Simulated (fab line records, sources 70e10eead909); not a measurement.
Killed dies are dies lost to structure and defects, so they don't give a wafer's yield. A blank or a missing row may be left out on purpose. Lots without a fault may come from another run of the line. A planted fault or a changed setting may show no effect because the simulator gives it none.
Chamber matching | flow nand_harc | NHARC_P_BONDPAD_DEP_00 on pecvd-04: 3 sister chambers
The step deposits SiCN, target thk 250 nm. 16 wafers are shown with their chamber, then 8 later ones without.

WAFERS WITH THEIR CHAMBER
wafer  | chamber | heater_power_w (W) | chamber_pressure_Torr (Torr)
L075.1 | 1       | 673                | 2.999
L075.2 | 2       | 611                | 3.001
L075.5 | 1       | 694                | 2.991
L076.1 | 1       | 671                | 2.991
L076.3 | 0       | 627                | 2.999
L076.6 | 2       | 701                | 3.004
L082.2 | 1       | 702                | 2.996
L082.4 | 0       | 526                | 3.002
L082.6 | 1       | 711                | 3.018
L084.1 | 0       | 644                | 2.992
L084.2 | 2       | 703                | 2.996
L084.3 | 1       | 631                | 2.995
L086.2 | 0       | 645                | 3.000
L086.4 | 2       | 689                | 2.994
L086.6 | 0       | 656                | 3.002
L087.1 | 0       | 519                | 3.012

SIGNATURES (means of the wafers above)
reading               | chamber 0 | chamber 1 | chamber 2 | scatter within a chamber
heater_power_w        | 602.83    | 680.33    | 676.00    | 47.8
chamber_pressure_Torr | 3.00117   | 2.99833   | 2.99875   | 0.00776
Rule: a wafer's distance from a chamber is the root of the sum, over the readings, of the square of ((its reading less the chamber's mean) divided by the reading's scatter). The wafer belongs to the nearest chamber; if the next one is less than 2 further off, it can't be placed. The scatter: the root of (the sum of the squares of (reading less its chamber's mean) over the shown wafers, divided by (wafers less chambers)).

WAFERS WITHOUT THEIR CHAMBER
wafer  | heater_power_w (W) | chamber_pressure_Torr (Torr)
L087.2 | 640                | 2.995
L087.6 | 660                | 2.994
L093.3 | 575                | 2.991
L093.5 | 608                | 3.001
L093.6 | 606                | 3.003
L096.4 | 591                | 2.995
L096.5 | 591                | 3.003
L096.6 | 648                | 3.003

WHICH CHAMBER EACH WENT THROUGH
wafer  | from the rows above          | in truth
L087.2 | can't be placed: 2 or 1 or 0 | 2
L087.6 | can't be placed: 2 or 1 or 0 | 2
L093.3 | can't be placed: 0 or 2 or 1 | 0
L093.5 | can't be placed: 0 or 2 or 1 | 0
L093.6 | can't be placed: 0 or 2 or 1 | 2
L096.4 | can't be placed: 0 or 2 or 1 | 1
L096.5 | can't be placed: 0 or 2 or 1 | 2
L096.6 | can't be placed: 2 or 1 or 0 | 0
Placed correctly: 0 of 8. Can't be placed from these rows: 8 (the true chamber is among the candidates in 8). Placed wrongly: 0.
